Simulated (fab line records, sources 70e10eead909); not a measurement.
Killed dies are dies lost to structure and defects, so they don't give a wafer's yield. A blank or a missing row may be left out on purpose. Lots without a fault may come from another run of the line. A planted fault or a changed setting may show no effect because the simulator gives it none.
Chamber matching | flow nand_harc | NHARC_P_M1_PRE_CLEAN_32 on pecvd-04: 3 sister chambers
The step time 12 s. 16 wafers are shown with their chamber, then 8 later ones without.

WAFERS WITH THEIR CHAMBER
wafer  | chamber | heater_power_w (W)
L078.2 | 0       | 751
L078.3 | 2       | 463
L078.6 | 0       | 727
L080.3 | 0       | 728
L080.5 | 2       | 452
L080.6 | 1       | 522
L083.1 | 1       | 539
L083.2 | 2       | 504
L083.5 | 2       | 493
L085.3 | 0       | 657
L085.5 | 0       | 661
L085.6 | 1       | 549
L091.2 | 0       | 780
L091.3 | 1       | 527
L091.6 | 2       | 543
L092.1 | 0       | 670

SIGNATURES (means of the wafers above)
reading        | chamber 0 | chamber 1 | chamber 2 | scatter within a chamber
heater_power_w | 710.57    | 534.25    | 491.00    | 38.9
Rule: a wafer's distance from a chamber is the root of the sum, over the readings, of the square of ((its reading less the chamber's mean) divided by the reading's scatter). The wafer belongs to the nearest chamber; if the next one is less than 2 further off, it can't be placed. The scatter: the root of (the sum of the squares of (reading less its chamber's mean) over the shown wafers, divided by (wafers less chambers)).

WAFERS WITHOUT THEIR CHAMBER
wafer  | heater_power_w (W)
L092.5 | 609
L092.6 | 564
L093.2 | 623
L093.3 | 579
L093.5 | 606
L095.1 | 567
L095.4 | 544
L095.5 | 740

WHICH CHAMBER EACH WENT THROUGH
wafer  | from the rows above          | in truth
L092.5 | can't be placed: 1 or 0 or 2 | 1
L092.6 | can't be placed: 1 or 2      | 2
L093.2 | can't be placed: 0 or 1 or 2 | 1
L093.3 | can't be placed: 1 or 2      | 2
L093.5 | can't be placed: 1 or 0 or 2 | 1
L095.1 | can't be placed: 1 or 2      | 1
L095.4 | can't be placed: 1 or 2      | 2
L095.5 | 0                            | 0
Placed correctly: 1 of 8. Can't be placed from these rows: 7 (the true chamber is among the candidates in 7). Placed wrongly: 0.
